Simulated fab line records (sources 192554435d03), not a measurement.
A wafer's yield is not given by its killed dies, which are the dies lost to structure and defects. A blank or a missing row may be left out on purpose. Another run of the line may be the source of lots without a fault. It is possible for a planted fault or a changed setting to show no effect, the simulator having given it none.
fab line records	flow n5Finfet
record: lots: 5	wafers: 14	lastDay: 15
route steps=1938 shown GATE_CUT@490 BEOL_M4@1111 PASSIVATION@1936
lots untouched by any fault: they come from a run of this same line in which no faults occurred
startH: the number of hours between the record's first day and the start of the first shown wafer of the lot	waitH: hours since the lot's step before	" unchanged from the row above	L1.1+2: a row that stands for several wafers	- value missing, or start not given	* or withheld: withheld	< > ~ a bound
route shown NAME@n: a module of which the file shows steps, and the number in the route of the first	usual: the fault-free wafers' mean and standard deviation	same: alike in all rows	chamber/n: place in a boat	sites: per-site readings	_std_site: how widely they spread, as a standard deviation	_edge_site: mean of outer sites minus mean of inner sites	radiusMm: for every site, how far away it sits from the centre of the wafer	mask NAME#n: copy n	behind: tool/chamber where the wafer was last shaped	hold: the reason the lot was held/the length of the hold in hours/how it ended	device: the transistor (n, p or np) that didn't switch	end of line: the route-end tests of the same wafers	step lacking rows: just its recipe	killed: at the first sort, the dies lost to defects and structure; wafer yield is something else	map: per-die view of a wafer (x killed, . not killed, _ where there is no die)
set.NAME: the setting as run; set.NAME@STEP: as run at that earlier step	model.NAME: the simulator's own value behind a step, which no gauge read
lots seen at some steps along the route; tables by step, rows by wafer
services: the hour from which a tool's chamber was out of use, counted from the record's first day as startH (under 0 if before that day), plus the number of hours and why
== steps ==
step: N5_GATE_CUT_DESCUM_18
recipe: chemistry: O2	timeS: 7	sourcePowerW: 50	biasPowerW: 20	pressureMtorr: 20	rfFrequencyHz: 2.712e+07	tempC: 40	resist: CAR-EUV	o2FlowSccm: 225
step: N5_GATE_CUT_ETCH_28
recipe: chemistry: N2/H2	target: underlayer	targetDepthA: 130	maskMaterial: CAR-EUV	timeS: 10.4	ionEnergyEv: 200	pressureMtorr: 30	sourceW: 840	biasW: 150	n2FlowSccm: 200	h2FlowSccm: 200	ends: cleared
step: N5_GATE_CUT_ETCH_36
recipe: chemistry: CF4	target: SiARC	targetDepthA: 130	maskMaterial: CAR-EUV	timeS: 21.7	ionEnergyEv: 80	pressureMtorr: 40	sourceW: 545	biasW: 36	Ar_flow_sccm: 100	cf4FlowSccm: 100	ends: cleared
step: N5_GATE_CUT_ETCH_37
recipe: chemistry: N2/H2	target: SOC	targetDepthA: 600	overetchA: 120	maskMaterial: SiARC	tempC: 40	timeS: 90	ionEnergyEv: 200	pressureMtorr: 30	sourceW: 840	biasW: 150	n2FlowSccm: 200	h2FlowSccm: 200
step: N5_GATE_CUT_STRIP_38
recipe: chemistry: N2/H2	tempC: 40	n2FlowSccm: 200	h2FlowSccm: 200	rfFrequencyHz: 6e+07
step: N5_GATE_CUT_STRIP_39
recipe: chemistry: N2/H2	tempC: 40	n2FlowSccm: 200	h2FlowSccm: 200	rfFrequencyHz: 6e+07
step: N5_GATE_CUT_HM_OPEN_40
recipe: chemistry: C4F6/O2	target: SiO2	maskMaterial: SiARC	targetDepthA: 1390	timeS: 85.1	ionEnergyEv: 250	pressureMtorr: 30	sourceW: 345	biasW: 185	Ar_flow_sccm: 300	C4F6_flow_sccm: 10	O2_flow_sccm: 10	ends: cleared
step: N5_GATE_CUT_STRIP_41
recipe: chemistry: CF4	resist: SiARC	powerW: 300	biasPowerW: 75	pressureMtorr: 50	cf4FlowSccm: 150	rfFrequencyHz: 6e+07
step: N5_GATE_CUT_STRIP_42
recipe: chemistry: O2	powerW: 400	tempC: 40	pressureMtorr: 30	rfFrequencyHz: 6e+07	biasPowerW: 0	overashFraction: 0.3	o2FlowSccm: 225
step: N5_GATE_CUT_ETCH_19
recipe: chemistry: CH3F/O2	target: SiNx	maskMaterial: SiO2	targetDepthA: 537	timeS: 76.7	pressureMtorr: 30	sourceW: 395	biasW: 73	Ar_flow_sccm: 150	CH3F_flow_sccm: 30	O2_flow_sccm: 20	ionEnergyEv: 120	ends: cleared
usual: CH3F_flow_sccm: 29.99/0.09	O2_flow_sccm: 20.00/0.064	drypumpMotorCurrentA: 5.5/0.36	etchRfOnTimeS: 76.7/1.6	oesProductAu: 0.65/0.066	rfVppV: 297/6.6	showerheadPlenumPTorr: 2.01/0.051	throttleValvePct: 16.48/0.27
lot.wafer	tool	chamber	startH	waitH	CH3F_flow_sccm	O2_flow_sccm	drypumpMotorCurrentA	etchRfOnTimeS	oesProductAu	rfHoursCounterH	rfVppV	showerheadPlenumPTorr	throttleValvePct	model.SiO2_of_GATE_CUT_HM_DEP_46.thkNm
L219.1	rieDiel-01	1	121.96	0.0	-	-	-	-	-	-	-	-	-	127.8
L219.4	"	2	"	"	-	-	-	-	-	-	-	-	-	129.8
L219.5	"	3	"	"	-	-	-	-	-	-	-	-	-	129.8
L220.1	rieDiel-06	3	133.54	0.0	-	-	-	-	-	-	-	-	-	129.2
L220.3	"	2	"	"	-	-	-	-	-	-	-	-	-	127.4
L220.4	"	1	"	"	-	-	-	-	-	-	-	-	-	130.2
L221.2	rieDiel-06	3	137.62	0.0	-	-	-	-	-	-	-	-	-	133
L221.5	"	2	"	"	-	-	-	-	-	-	-	-	-	132.2
L221.6	"	3	"	"	-	-	-	-	-	-	-	-	-	132.6
L224.2	rieDiel-06	3	169.68	0.0	29.95	20.06	4.9	76.6	0.60	218	289	1.92	17.04	124.2
L224.6	"	2	"	"	30.03	19.96	5.0	74.7	0.75	-	294	2.02	16.19	125.6
L228.1	rieDiel-01	2	185.80	0.0	29.98	20.06	5.8	76.4	0.61	213	303	2.00	16.89	125.2
L228.2	"	1	"	"	30.00	20.07	5.5	79.1	0.62	162	308	2.07	16.42	127.4
L228.5	"	0	"	"	30.09	19.94	5.3	74.4	0.75	-	301	2.04	16.53	127.2
step: N5_GATE_CUT_CUT_ETCH_53
recipe: chemistry: SF6/Cl2	target: W	maskMaterial: SiO2	targetDepthA: 792	pressureMtorr: 8	icpW: 900	biasW: 80	SF6_flow_sccm: 40	Cl2_flow_sccm: 60	ends: cleared
usual: SF6_flow_sccm: 40.01/0.12	biasW: 80.02/0.2	drypumpMotorCurrentA: 5.6/0.55	etchRfOnTimeS: 26.5/1.1	oesProductAu: 0.71/0.12	throttleValvePct: 28.88/0.29
lot.wafer	tool	chamber	startH	waitH	SF6_flow_sccm	biasW	drypumpMotorCurrentA	etchRfOnTimeS	oesProductAu	rfHoursCounterH	throttleValvePct
L219.1	rieMetal-02	1	122.07	0.1	39.93	79.90	5.0	34.3	0.26	82	27.34
L219.4	"	1	"	"	40.09	80.11	5.0	34.3	0.25	-	27.34
L219.5	"	0	"	"	39.98	79.96	5.5	34.3	0.32	-	27.65
L220.1	rieMetal-02	0	133.65	0.1	40.21	79.91	5.5	34.3	0.31	28	27.63
L220.3	"	1	"	"	39.97	80.12	5.0	34.3	0.26	-	27.35
L220.4	"	0	"	"	40.10	79.91	5.5	34.3	0.30	-	27.65
L221.2	rieMetal-03	0	137.72	0.1	40.12	79.70	5.9	34.3	0.32	16	27.11
L221.5	"	1	"	"	40.06	80.05	5.4	34.3	0.22	-	27.43
L221.6	"	0	"	"	39.93	80.13	5.9	34.3	0.32	-	27.11
L224.2	rieMetal-02	0	169.79	0.1	39.98	79.94	5.5	27.2	0.72	30	29.07
L224.6	"	1	"	"	39.84	79.89	5.0	27.7	0.59	-	28.79
L228.1	rieMetal-01	1	185.91	0.1	40.10	79.92	6.6	25.0	0.84	9	28.55
L228.2	"	0	"	"	39.95	79.81	5.0	27.5	0.58	99	29.27
L228.5	"	0	"	"	39.92	79.87	5.0	27.4	0.58	-	29.27
step: N5_GATE_CUT_CUT_ETCH_54
recipe: chemistry: Cl2/BCl3	target: TiN	maskMaterial: SiO2	targetDepthA: 967	pressureMtorr: 10	icpW: 1000	biasW: 126	Cl2_flow_sccm: 53.25	bcl3FlowSccm: 21.75	Ar_flow_sccm: 25	ends: cleared
usual: bcl3FlowSccm: 21.74/0.064	biasW: 126.0/0.3	drypumpMotorCurrentA: 5.6/0.55	etchRfOnTimeS: 36.9/1.6	oesProductAu: 0.71/0.12	throttleValvePct: 22.2/0.33
lot.wafer	tool	chamber	startH	waitH	bcl3FlowSccm	biasW	drypumpMotorCurrentA	etchRfOnTimeS	oesProductAu	rfHoursCounterH	throttleValvePct
L219.1	rieMetal-02	1	122.13	0.0	21.79	126.1	5.0	47.9	0.25	82	22.4
L219.4	"	1	"	"	21.82	125.7	5.0	47.9	0.25	-	22.4
L219.5	"	0	"	"	21.72	126.0	5.5	47.9	0.31	-	22.8
L220.1	rieMetal-02	0	133.71	0.0	21.64	126.1	5.5	47.9	0.30	28	22.7
L220.3	"	1	"	"	21.60	125.4	5.0	47.9	0.25	-	22.5
L220.4	"	0	"	"	21.75	125.9	5.5	47.9	0.31	-	22.8
L221.2	rieMetal-03	0	137.78	0.0	21.73	126.3	5.9	47.9	0.32	16	22.3
L221.5	"	1	"	"	21.83	126.3	5.4	47.9	0.21	-	22.9
L221.6	"	0	"	"	21.68	126.0	5.9	47.9	0.33	-	22.3
L224.2	rieMetal-02	0	169.85	0.0	21.91	125.9	5.5	38.0	0.72	30	22.2
L224.6	"	1	"	"	21.76	126.3	5.0	38.2	0.59	-	21.9
L228.1	rieMetal-01	1	185.97	0.0	21.78	126.5	6.6	35.4	0.82	9	22.0
L228.2	"	0	"	"	21.79	126.1	5.0	38.7	0.57	99	22.7
L228.5	"	0	"	"	21.77	126.3	5.0	38.6	0.58	-	22.7
step: N5_GATE_CUT_ETCH_47
recipe: chemistry: Cl2/BCl3	target: SiO2	targetDepthA: 100	pressureMtorr: 10	icpW: 1000	biasW: 126	Cl2_flow_sccm: 53.25	bcl3FlowSccm: 21.75	Ar_flow_sccm: 25
step: N5_GATE_CUT_VAPOR_ETCH_48
recipe: chemistry: BCl3/Cl2	target: TiN	mode: isotropic
step: N5_GATE_CUT_VAPOR_ETCH_49
recipe: chemistry: BCl3/Cl2	target: TiAlC	mode: isotropic
step: N5_GATE_CUT_VAPOR_ETCH_51
recipe: chemistry: BCl3/Cl2	target: HfO2	mode: isotropic
step: N5_GATE_CUT_STRIP_21
recipe: chemistry: N2/H2	timeS: 30	powerW: 1000	tempC: 250	pressureMtorr: withheld	n2FlowSccm: 1750	h2FlowSccm: 3250
step: N5_GATE_CUT_STRIP_29
recipe: chemistry: postEtchResidueRemover	timeS: 60	tempC: 25	removerPh: withheld	removerWaterWtPct: withheld	removerFluorideWtPct: withheld
step: N5_GATE_CUT_SRD_52
recipe: dry: ipaMarangoni	timeS: 30	tempC: 23	rinseLiquid: diw
step: N5_GATE_CUT_ALD_22
recipe: material: SiNx	targetThkA: 160	tempC: 400	aldPrecursorFamily: SiH2I2	aldCoReactant: N2/H2-plasma	pulseTimeS: 1	aldCycles: 320	purgeTimeS: 2	coReactantPurgeTimeS: 2	pressureTorr: 2
step: N5_GATE_CUT_CMP_23
recipe: stopOn: SiO2	tOverpolishS: 23.4	postCmpClean: alkalineBrush	downForcePsi: 2.5	platenRpm: 51.8	padVelocityMS: 1.0307	targetThkNm: 16
usual: edgeZonePressureFrac: 1.000/0.0048	motorCurrentA: 9.1/0.86	padLifeWafers: 949/680
lot.wafer	tool	chamber	startH	waitH	edgeZonePressureFrac	motorCurrentA	padLifeWafers	model.SiO2_of_GATE_CUT_HM_DEP_46.thkNm
L219.4	cmp-03	2	124.04	0.8	1.005	8.5	1987	108.8
L219.1	"	3	"	"	1.001	8.8	1988	107
L219.5	"	2	"	"	1.014	9.0	-	109
L220.3	cmp-04	0	135.58	0.8	0.994	9.6	750	106.4
L220.1	"	2	"	"	0.995	9.2	752	108.4
L220.4	"	3	"	"	0.992	9.8	753	109.4
L221.2	cmp-02	3	139.66	0.8	1.001	9.1	1824	112
L221.6	"	3	"	"	1.006	9.4	-	111.6
L221.5	"	0	"	"	1.003	9.2	-	111.4
L224.2	cmp-02	3	173.43	0.9	1.003	9.9	2091	103.4
L224.6	"	0	"	"	1.001	8.6	-	104.8
L228.1	cmp-02	2	188.74	0.8	0.999	8.6	44	103.6
L228.2	"	3	"	"	1.001	9.8	45	106.2
L228.5	"	1	"	"	0.997	7.4	-	105.8
step: N5_BEOL_M4_RC_MEAS_101
usual: DIBL_N: 36.0/2	DIBL_P: 35.9/2.5	IOFF_N: 0.16/0.038	IOFF_P: 0.21/0.04	ION_N: 675/14	ION_P: 462/9.4	SS_N: 71.5/0.75	SS_P: 73.2/0.74	VT_N: 250/3.9	VT_P: -251/3.2
lot.wafer	tool	chamber	startH	waitH	DIBL_N[mV/V]	DIBL_P[mV/V]	IOFF_N[nA/um]	IOFF_P[nA/um]	ION_N[uA/um]	ION_P[uA/um]	SS_N[mV/dec]	SS_P[mV/dec]	VT_N[mV]	VT_P[mV]
L224.2	prober-02	0	249.62	0.2	35.8	38.4	0.15	0.21	672	461	71.3	73.0	251	-252
L224.6	"	0	"	"	35.7	38.0	0.14	0.21	654	455	71.7	73.3	252	-250
L228.1	prober-01	0	267.94	0.0	36.5	35.5	0.16	0.18	661	451	71.1	72.7	249	-250
L228.2	"	0	"	"	32.4	33.8	0.12	0.18	688	483	70.5	72.6	251	-251
L228.5	"	0	"	"	35.1	36.1	0.15	0.20	675	463	70.7	72.5	248	-251
step: N5_PASSIVATION_PROBE_49
usual: defectLimitedYield: 91.3/1.5	killed_at_M0_to_M3: 33/12	killed_at_M4_up: 15/5.2	killedAtContacts: 12/5.1	killedAtFrontEnd: 39/11	killedAtOther: 5/3.6	killedDies: 103/18	killedOnRim: 14/4.3	killedOpen: 67/13	killedShort: 33/7.8	sort_bin_5_function: 5.1/0.96	sort_bin_6_memory: 3.2/0.71	sortNPass: 1077/18	sortYieldPct: 91.3/1.5
same: grossDies: 1180	killedAtBackSide: 0	sort_bin_4_leakage[%]: 0	sort_bin_8_speed[%]: 0
lot.wafer	tool	chamber	startH	waitH	defectLimitedYield[%]	killed_at_M0_to_M3	killed_at_M4_up	killedAtContacts	killedAtFrontEnd	killedAtOther	killedDies	killedOnRim	killedOpen	killedShort	sort_bin_5_function[%]	sort_bin_6_memory[%]	sortNPass	sortYieldPct[%]
L219.1	prober-02	-	297.85	0.0	0	60	19	7	1080	14	1180	152	87	47	95.3	4.4	0	0
L219.4	prober-02	-	298.00	0.2	0	32	8	17	1113	10	1180	152	62	37	96.7	3.3	0	0
L219.5	prober-02	-	298.05	0.2	0	31	11	14	1113	11	1180	152	69	26	96.8	3.1	0	0
L220.1	prober-02	-	300.51	0.0	0	47	20	22	1085	6	1180	152	81	58	95.7	3.7	0	0
L220.3	prober-02	-	300.61	0.1	0	38	12	16	1110	4	1180	152	62	37	96.4	3.3	0	0
L220.4	prober-02	-	300.66	0.2	0	29	13	8	1124	6	1180	152	50	27	97.2	2.5	0	0
L221.2	prober-02	-	306.16	0.1	0	67	13	12	1087	1	1180	152	104	33	95.0	4.9	0	0
L221.5	prober-02	-	306.31	0.2	0	43	20	6	1106	5	1180	152	71	34	95.8	3.9	0	0
L221.6	prober-02	-	306.36	0.3	0	46	8	6	1116	4	1180	152	73	35	96.4	3.2	0	0
killed by level:class
L219.1 GATE_CUT:areaEtch=1046 BEOL_M0_SAQP:geometricParticle:short=12 BEOL_M2:geometricParticle:open=11 BEOL_M1:geometricParticle:open=10 STI_FIN_REVEAL:geometricParticle:open=8 BEOL_M3:geometricParticle:open=8 BEOL_M4:geometricParticle:open=7 FIN_SAQP:geometricParticle:open=6
L219.4 GATE_CUT:areaEtch=1079 MOL_CONTACT_COAG:geometricParticle:open=13 BEOL_M2:geometricParticle:open=10 FIN_SAQP:geometricParticle:short=9 BEOL_M1:geometricParticle:short=6 ILD0:geometricParticle:open=5 BEOL_M1:geometricParticle:open=5 ILD0:geometricParticle:short=4
L219.5 GATE_CUT:areaEtch=1084 MOL_CONTACT_COAG:geometricParticle:open=10 BEOL_M2:geometricParticle:open=8 FIN_SAQP:geometricParticle:open=6 FIN_SAQP:geometricParticle:short=6 BEOL_M1:geometricParticle:open=6 BEOL_M3:geometricParticle:open=6 STI_FIN_REVEAL:geometricParticle:open=5
L220.1 GATE_CUT:areaEtch=1041 FIN_SAQP:geometricParticle:short=18 MOL_CONTACT_COAG:geometricParticle:open=16 BEOL_M0_SAQP:geometricParticle:short=15 BEOL_M0_SAQP:geometricParticle:open=11 BEOL_M3:geometricParticle:open=8 MOL_CONTACT_COAG:geometricParticle:short=6 BEOL_M2:geometricParticle:open=6
L220.3 GATE_CUT:areaEtch=1081 MOL_CONTACT_COAG:geometricParticle:open=11 BEOL_M0_SAQP:geometricParticle:open=11 BEOL_M0_SAQP:geometricParticle:short=10 BEOL_M3:geometricParticle:open=8 FIN_SAQP:geometricParticle:short=7 MOL_CONTACT_COAG:geometricParticle:short=5 FIN_SAQP:geometricParticle:open=4
L220.4 GATE_CUT:areaEtch=1103 BEOL_M0_SAQP:geometricParticle:short=11 MOL_CONTACT_COAG:geometricParticle:open=8 BEOL_M0_SAQP:geometricParticle:open=8 BEOL_M4:geometricParticle:open=7 FIN_SAQP:geometricParticle:short=6 BEOL_M3:geometricParticle:open=6 FIN_SAQP:geometricParticle:open=4
L221.2 GATE_CUT:areaEtch=1043 BEOL_M1:geometricParticle:open=16 BEOL_M3:geometricParticle:open=14 MOL_CONTACT_COAG:geometricParticle:open=12 BEOL_M2:geometricParticle:open=11 FIN_SAQP:geometricParticle:open=10 BEOL_M0_SAQP:geometricParticle:open=9 FIN_SAQP:geometricParticle:short=8
L221.5 GATE_CUT:areaEtch=1075 FIN_SAQP:geometricParticle:open=12 BEOL_M3:geometricParticle:open=10 BEOL_M0_SAQP:geometricParticle:short=8 BEOL_M1:geometricParticle:open=7 FIN_SAQP:geometricParticle:short=6 BEOL_M2:geometricParticle:open=5 BEOL_M4:geometricParticle:open=5
L221.6 GATE_CUT:areaEtch=1072 STI_FIN_REVEAL:geometricParticle:open=9 BEOL_M1:geometricParticle:open=8 BEOL_M3:geometricParticle:open=8 BEOL_M0_SAQP:geometricParticle:open=7 DUMMY_GATE:geometricParticle:open=6 MOL_CONTACT_COAG:geometricParticle:open=6 BEOL_M2:geometricParticle:open=6
map L219.1 (x killed, . not)
_________________xxxxxxxxxxxx________________
______________xxxxxxxxxxxxxxxxxx_____________
___________xxxxxxxxxxxxxxxxxxxxxxxx__________
__________xxxxxxxxxxxxxxxxxxxxxxxxxx_________
________xxxxxxxxxxxxxxxxxxxxxxxxxxxxxx_______
_______xxxxxxxxxxxxxxxxxxxxxxxxxxxxxxxx______
______xxxxxxxxxxxxxxxxxxxxxxxxxxxxxxxxxx_____
_____xxxxxxxxxxxxxxxxxxxxxxxxxxxxxxxxxxxx____
____xxxxxxxxxxxxxxxxxxxxxxxxxxxxxxxxxxxxxx___
___xxxxxxxxxxxxxxxxxxxxxxxxxxxxxxxxxxxxxxxx__
___xxxxxxxxxxxxxxxxxxxxxxxxxxxxxxxxxxxxxxxx__
__xxxxxxxxxxxxxxxxxxxxxxxxxxxxxxxxxxxxxxxxxx_
__xxxxxxxxxxxxxxxxxxxxxxxxxxxxxxxxxxxxxxxxxx_
_xxxxxxxxxxxxxxxxxxxxxxxxxxxxxxxxxxxxxxxxxxxx
_xxxxxxxxxxxxxxxxxxxxxxxxxxxxxxxxxxxxxxxxxxxx
_xxxxxxxxxxxxxxxxxxxxxxxxxxxxxxxxxxxxxxxxxxxx
_xxxxxxxxxxxxxxxxxxxxxxxxxxxxxxxxxxxxxxxxxxxx
_xxxxxxxxxxxxxxxxxxxxxxxxxxxxxxxxxxxxxxxxxxxx
_xxxxxxxxxxxxxxxxxxxxxxxxxxxxxxxxxxxxxxxxxxxx
_xxxxxxxxxxxxxxxxxxxxxxxxxxxxxxxxxxxxxxxxxxxx
_xxxxxxxxxxxxxxxxxxxxxxxxxxxxxxxxxxxxxxxxxxxx
__xxxxxxxxxxxxxxxxxxxxxxxxxxxxxxxxxxxxxxxxxx_
__xxxxxxxxxxxxxxxxxxxxxxxxxxxxxxxxxxxxxxxxxx_
___xxxxxxxxxxxxxxxxxxxxxxxxxxxxxxxxxxxxxxxx__
___xxxxxxxxxxxxxxxxxxxxxxxxxxxxxxxxxxxxxxxx__
____xxxxxxxxxxxxxxxxxxxxxxxxxxxxxxxxxxxxxx___
_____xxxxxxxxxxxxxxxxxxxxxxxxxxxxxxxxxxxx____
______xxxxxxxxxxxxxxxxxxxxxxxxxxxxxxxxxx_____
_______xxxxxxxxxxxxxxxxxxxxxxxxxxxxxxxx______
________xxxxxxxxxxxxxxxxxxxxxxxxxxxxxx_______
__________xxxxxxxxxxxxxxxxxxxxxxxxxx_________
___________xxxxxxxxxxxxxxxxxxxxxxxx__________
______________xxxxxxxxxxxxxxxxxx_____________
_________________xxxxxxxxxxxx________________
map L220.1 (x killed, . not)
_________________xxxxxxxxxxxx________________
______________xxxxxxxxxxxxxxxxxx_____________
___________xxxxxxxxxxxxxxxxxxxxxxxx__________
__________xxxxxxxxxxxxxxxxxxxxxxxxxx_________
________xxxxxxxxxxxxxxxxxxxxxxxxxxxxxx_______
_______xxxxxxxxxxxxxxxxxxxxxxxxxxxxxxxx______
______xxxxxxxxxxxxxxxxxxxxxxxxxxxxxxxxxx_____
_____xxxxxxxxxxxxxxxxxxxxxxxxxxxxxxxxxxxx____
____xxxxxxxxxxxxxxxxxxxxxxxxxxxxxxxxxxxxxx___
___xxxxxxxxxxxxxxxxxxxxxxxxxxxxxxxxxxxxxxxx__
___xxxxxxxxxxxxxxxxxxxxxxxxxxxxxxxxxxxxxxxx__
__xxxxxxxxxxxxxxxxxxxxxxxxxxxxxxxxxxxxxxxxxx_
__xxxxxxxxxxxxxxxxxxxxxxxxxxxxxxxxxxxxxxxxxx_
_xxxxxxxxxxxxxxxxxxxxxxxxxxxxxxxxxxxxxxxxxxxx
_xxxxxxxxxxxxxxxxxxxxxxxxxxxxxxxxxxxxxxxxxxxx
_xxxxxxxxxxxxxxxxxxxxxxxxxxxxxxxxxxxxxxxxxxxx
_xxxxxxxxxxxxxxxxxxxxxxxxxxxxxxxxxxxxxxxxxxxx
_xxxxxxxxxxxxxxxxxxxxxxxxxxxxxxxxxxxxxxxxxxxx
_xxxxxxxxxxxxxxxxxxxxxxxxxxxxxxxxxxxxxxxxxxxx
_xxxxxxxxxxxxxxxxxxxxxxxxxxxxxxxxxxxxxxxxxxxx
_xxxxxxxxxxxxxxxxxxxxxxxxxxxxxxxxxxxxxxxxxxxx
__xxxxxxxxxxxxxxxxxxxxxxxxxxxxxxxxxxxxxxxxxx_
__xxxxxxxxxxxxxxxxxxxxxxxxxxxxxxxxxxxxxxxxxx_
___xxxxxxxxxxxxxxxxxxxxxxxxxxxxxxxxxxxxxxxx__
___xxxxxxxxxxxxxxxxxxxxxxxxxxxxxxxxxxxxxxxx__
____xxxxxxxxxxxxxxxxxxxxxxxxxxxxxxxxxxxxxx___
_____xxxxxxxxxxxxxxxxxxxxxxxxxxxxxxxxxxxx____
______xxxxxxxxxxxxxxxxxxxxxxxxxxxxxxxxxx_____
_______xxxxxxxxxxxxxxxxxxxxxxxxxxxxxxxx______
________xxxxxxxxxxxxxxxxxxxxxxxxxxxxxx_______
__________xxxxxxxxxxxxxxxxxxxxxxxxxx_________
___________xxxxxxxxxxxxxxxxxxxxxxxx__________
______________xxxxxxxxxxxxxxxxxx_____________
_________________xxxxxxxxxxxx________________
== services ==
tool	chamber	startH	hours	kind
cmp-02	-	112.86	1.6	repair
rieDiel-01	0	114.37	7.6	repair
rieDiel-06	1	127.09	2.5	repair
cmp-04	-	131.28	3.7	pm
cmp-03	-	139.32	4.0	pm
rieDiel-06	2	139.56	7.7	repair
rieDiel-01	3	142.69	2.2	repair
rieMetal-03	1	142.90	-	clean
rieMetal-03	1	142.90	12.3	scheduledDown
rieMetal-03	1	142.90	12.3	ventCycle
cmp-03	-	143.32	-	consumableReplace:conditioner
cmp-03	-	143.32	-	consumableReplace:pad
rieMetal-02	0	144.98	2.3	repair
rieMetal-02	-	158.34	0.6	repair
cmp-02	-	169.22	0.3	repair
rieMetal-01	-	179.59	0.4	repair
cmp-02	-	180.72	4.0	pm
cmp-02	-	184.72	-	consumableReplace:conditioner
cmp-02	-	184.72	-	consumableReplace:pad
== key ==
firstSign: step: N5_GATE_CUT_ETCH_19	reading: toolRecord	direction: missing
effect: step: N5_GATE_CUT_CUT_ETCH_53	reading: etchRfOnTimeS	direction: up	sigmas: 6.8	usual: *	struck: *
effect: step: N5_GATE_CUT_CUT_ETCH_54	reading: etchRfOnTimeS	direction: up	sigmas: 6.8	usual: *	struck: *
effect: step: N5_PASSIVATION_PROBE_49	reading: sort_bin_5_function	direction: up	sigmas: 95	usual: 5.1	struck: 96.1
modelEffect: step: N5_GATE_CUT_ETCH_19	value: SiO2_of_GATE_CUT_HM_DEP_46.thkNm	without: 125.7	struck: 130.2
modelEffect: step: N5_GATE_CUT_CMP_23	value: SiO2_of_GATE_CUT_HM_DEP_46.thkNm	without: 104.8	struck: 109.3
moreKillsBornAt: N5_GATE_CUT_ETCH_19@rieDiel-06: 6415	N5_GATE_CUT_ETCH_19@rieDiel-01: 3209
metAt N5_GATE_CUT_ETCH_19
struckWafers L219.1,L219.4,L219.5,L220.1,L220.3,L220.4,L221.2,L221.5,L221.6
laterRowsLeftOut L219.1,L219.4,L219.5,L220.1,L220.3,L220.4,L221.2,L221.5,L221.6
fault: kind: skippedStepWhole	tool: rieDiel-01,rieDiel-06	chamber: -	onsetH: 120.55	steps: N5_GATE_CUT_ETCH_19	scope: struckLotsOnly
laterRowsLeftOut: the simulator's readings of these wafers behind a module that went badly wrong aren't trusted and aren't shown, but for the sort
